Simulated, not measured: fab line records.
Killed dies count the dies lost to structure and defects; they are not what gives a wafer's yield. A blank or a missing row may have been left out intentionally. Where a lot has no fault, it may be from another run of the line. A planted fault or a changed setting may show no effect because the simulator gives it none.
8D (eight disciplines) problem report, filled in by code ; flow n5_finfet ; the parts of the form that need people (team, actions taken, sign-off) are left out

== 1. WHAT IS WRONG ==
run_length_s at N5_BEOL_M4_ETCH_70 reads a mean of 112.3 s on 1 wafer of 1 lot; wafers without a fault read 153.4 s with a standard deviation of 0.32. That is -99 or more standard deviations from the usual mean.
The step: etches SOC in N2/H2, target depth 80 nm, overetch 24 nm, time 130 s.
Earliest sighting: wafer L582.4 on rie_diel-01 at day 12 23:00. The record has a number at this step for 29 wafers belonging to 10 lots. Rule for "out" (also "out of limits"): further than 4 standard deviations from the usual mean. All remaining wafers that have a number are taken as sound.

== 2. WHAT IT IS AND WHAT IT IS NOT ==
question;is;is not
which readings at this step;run_length_s, oes_product_au;drypump_motor_current_A, n2_flow_sccm, rf_vpp_V, showerhead_plenum_p_Torr, throttle_valve_pct
which lots;L582;L566, L567, L569, L570, L571, L574, L575, L577, L578
which wafers of those lots;L582.4;L582.6
read on which tools;rie_diel-01;-
when;from day 12 23:00;up to then (28 sound wafers)

== 3. SUSPECTS, AND WHAT RULES EACH OUT ==
Counting: a tool at a process step up to the reading stays a suspect if it ran every lot that is out. Sound lots after the first of them don't rule it out here, since some wafers of a struck lot are sound.
- rie_diel-01 at N5_BEOL_M4_STRIP_66 (strips in CF4): kept. It processed L582, the lot that is out, at day 12 06:23, and its most recent sound lot before then was L578 at day 11 13:49.
- rie_diel-01 at N5_BEOL_M4_ETCH_70 (etches SOC in N2/H2, target depth 80 nm, overetch 24 nm, time 130 s): kept. It processed L582, the lot that is out, at day 12 23:00, and its most recent sound lot before then was L578 at day 12 05:35. On those wafers its own readings are out: oes_product_au, run_length_s.
- Within rie_diel-01 at N5_BEOL_M4_STRIP_66, the wafers that are out were processed in chamber 2 and their sound lot-mates in chamber 1.
- Within rie_diel-01 at N5_BEOL_M4_ETCH_70, the wafers that are out were processed in chamber 1 and their sound lot-mates in chamber 0.
After counting, rie_diel-01 at N5_BEOL_M4_STRIP_66 and rie_diel-01 at N5_BEOL_M4_ETCH_70 remain.

== 4. THE CAUSE (what the simulator had put in) ==
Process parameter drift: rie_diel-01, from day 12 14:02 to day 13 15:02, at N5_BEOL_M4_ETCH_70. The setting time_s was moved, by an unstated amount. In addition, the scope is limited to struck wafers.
2 suspects survive the count, and this tool is in that group.

== 5. THE EFFECT CHAIN, in route order ==
Each row: a reading where the mean over the struck wafers with a number is more than 3 standard deviations away from the usual. Readings are gone through only where the record gives a usual standard deviation; hours: the median, over the lots, of the time from a lot's start at the first step in this table giving one to that lot's start at this step; sigmas: the change measured in usual standard deviations.
hours;step;reading;usual;on struck wafers;change;sigmas
0;N5_BEOL_M4_ETCH_70;oes_product_au;0.62 a.u.;0.86;+0.24;+7.7
0;N5_BEOL_M4_ETCH_70;run_length_s;153.4 s;112.3;-41.1;-99 or more
Its process steps:
- N5_BEOL_M4_ETCH_70: etches SOC in N2/H2, target depth 80 nm, overetch 24 nm, time 130 s.
Later measuring or inspecting steps at which every struck wafer that the step has a row for has a number for every such reading, and none has moved that far: N5_BEOL_M4_OCD_MEAS_38, N5_BEOL_M4_RC_MEAS_101.

== 6. WHAT WOULD HAVE CAUGHT IT SOONER ==
In this record the first reading out of limits was taken at day 12 23:00, 9 hours after the fault began at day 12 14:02.
